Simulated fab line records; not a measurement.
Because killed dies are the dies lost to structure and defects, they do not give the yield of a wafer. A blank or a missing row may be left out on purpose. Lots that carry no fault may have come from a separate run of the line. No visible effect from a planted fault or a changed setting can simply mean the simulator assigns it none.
Which tool was responsible? | flow n5_finfet | 12 lots, 36 wafers sampled, at 1 step of a route of 1938

## WHAT EACH GAUGE READ, for each wafer
N5_BEOL_M13_OCD_MEAS_35.
lot  | measured     | on     | trench_depth_nm (nm)
L075 | day 11 01:35 | ocd-02 | 419 420 406
L077 | day 11 07:04 | ocd-02 | 426 410 415
L078 | day 11 20:47 | ocd-01 | 416 413 409
L081 | day 12 08:51 | ocd-01 | 425 418 412
L083 | day 13 00:53 | ocd-02 | 420 421 425
L084 | day 13 04:47 | ocd-01 | 415 416 417
L087 | day 14 09:27 | ocd-02 | 401 412 425
L088 | day 14 21:50 | ocd-01 | 404 419 419
L090 | day 15 16:53 | ocd-01 | 402 413 416
L093 | day 17 07:52 | ocd-02 | 420 417 404
L096 | day 17 17:13 | ocd-01 | 416 417 407
L095 | day 19 02:58 | ocd-02 | 417 412 397

## EACH LOT AND THE TOOL THAT RAN IT (in order: tool; ch and the chambers of the sampled wafers; start)
The record holds no process step before these readings.

## THE ANSWER, worked out from the rows above alone
Rule: the usual values come from the lots themselves. The widest of any qualifying gaps counts: lots, ordered by their means at a reading, are off when they make up no more than a third of the lots, leave a main group of 4 or more, and stand apart from it by 3 or more times the standard deviation of that group's means. A main group is skipped when, at the precision printed for the reading in the tables above, its means are all equal. Also off: a lot with no number at a reading for which 4 or more lots have one. Any other lot the step has rows for is counted as sound.
Nothing can be told from this: no lot is off at any reading shown.

## WHAT HAD BEEN PUT IN BY THE SIMULATOR
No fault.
